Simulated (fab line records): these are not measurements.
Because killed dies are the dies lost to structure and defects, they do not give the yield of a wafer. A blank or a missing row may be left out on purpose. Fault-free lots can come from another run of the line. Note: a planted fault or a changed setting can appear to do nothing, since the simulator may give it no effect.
Code-filled problem report in 8D (eight disciplines) form || flow n5Finfet || the parts of the form that need people (team, actions taken, sign-off) are left out

1. WHAT IS WRONG
At N5_SD_EPI_N_EPI_MEAS_23, thkNm averages 50.6 nm over 6 wafers from 2 lots, while fault-free wafers read 59.0 nm, standard deviation 1.3. That puts it -6.5 standard deviations away from the usual mean.
First observed at day 5 18:19: wafer L575.3, on filmMetro-02. The record has a number at this step for 12 wafers belonging to 4 lots. By rule, "out" or "out of limits" means more than 4 standard deviations away from the usual mean. The rest of the wafers with a number are treated as sound.

2. WHAT THIS IS AND IS NOT
{"question": "which readings at this step", "is": "thkNm", "is not": "-"}
{"question": "which lots", "is": "L575, L576", "is not": "L569, L587"}
{"question": "which wafers of those lots", "is": "all that have a number", "is not": "-"}
{"question": "read on which gauges", "is": "filmMetro-02", "is not": "filmMetro-01"}
{"question": "when", "is": "from day 5 18:19", "is not": "up to then (3 sound wafers); but 3 sound wafers of L587 came after"}

3. THE SUSPECTS, EACH WITH WHAT RULES IT OUT
Counting: a tool at a process step up to the reading stays a suspect if it ran every lot that is out and no sound lot after the first of them.
- ruled out: the gauge at N5_SD_EPI_N_EPI_MEAS_23. All the wafers that are out were read on filmMetro-02, but those of them that N5_SD_EPI_N_EPI_21 has rows for are out there too, on other tools.
- epiRpcvd-03 at N5_SD_EPI_N_EPI_21 (deposits Si:P, time 690 s): kept. All lots that are out passed through it, beginning with L575 at day 5 16:47, and no sound lot followed; its final sound lot before that point was L569 at day 3 22:57. Its own chamberPressureTorr readings are out on those wafers.
Left after counting: epiRpcvd-03 at N5_SD_EPI_N_EPI_21.

4. THE CAUSE (what the simulator had put in)
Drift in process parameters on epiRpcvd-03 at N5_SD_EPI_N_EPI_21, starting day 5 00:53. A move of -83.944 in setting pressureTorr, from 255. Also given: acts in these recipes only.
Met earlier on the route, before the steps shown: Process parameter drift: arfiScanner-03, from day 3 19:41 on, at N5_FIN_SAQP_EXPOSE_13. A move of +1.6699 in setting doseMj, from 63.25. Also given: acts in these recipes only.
This tool alone remained once counting was done.

5. THE CHAIN OF EFFECTS, in route order
Each row: a reading where the mean over the struck wafers with a number is more than 3 standard deviations away from the usual. Readings are gone through only where the record gives a usual standard deviation; hours: the median, over the lots, of the time from a lot's start at the first step in this table giving one to that lot's start at this step; sigmas: the change measured in usual standard deviations.
{"hours": 0, "step": "N5_SD_EPI_N_EPI_21", "reading": "chamberPressureTorr", "usual": "255.1 Torr", "on struck wafers": 170.7, "change": -84.4, "sigmas": "-99 or more"}
{"hours": 2, "step": "N5_SD_EPI_N_EPI_MEAS_23", "reading": "thkNm", "usual": "59.0 nm", "on struck wafers": 50.6, "change": -8.4, "sigmas": -6.5}
{"hours": 7, "step": "N5_SD_ACTIVATION_RS_MEAS_03", "reading": "RS_SD_N", "usual": "21.9 ohm/sq", "on struck wafers": 26.4, "change": "+4.5", "sigmas": "+12"}
{"hours": 118, "step": "N5_BEOL_M4_RC_MEAS_101", "reading": "REXT_N", "usual": "75.2 ohm.um", "on struck wafers": 83.2, "change": "+8.0", "sigmas": "+5.3"}
{"hours": 118, "step": "N5_BEOL_M4_RC_MEAS_101", "reading": "RS_SD_N", "usual": "28.4 ohm/sq", "on struck wafers": 34.3, "change": "+5.9", "sigmas": "+13"}
{"hours": 206, "step": "N5_PASSIVATION_PROBE_49", "reading": "sort_bin_8_speed", "usual": "0.00 %", "on struck wafers": 0.08, "change": "+0.08", "sigmas": "+4.0"}
Its process steps:
- N5_SD_EPI_N_EPI_21: deposits Si:P, time 690 s.
- N5_PASSIVATION_PROBE_49

6. HOW IT WOULD HAVE BEEN CAUGHT EARLIER
17 hours passed between the start of the fault at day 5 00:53 and the first reading out of limits at a measuring or inspecting step in this record, taken at day 5 18:19.
The tool's own readings at N5_SD_EPI_N_EPI_21 were out on every struck wafer that the step has a row for (chamberPressureTorr): an alarm limit on them would have fired on the first of those.
Among the 2 lots that are out, L576 began N5_SD_EPI_N_EPI_21 on epiRpcvd-03 after day 5 18:19. Holding the tool at that time would have saved it.
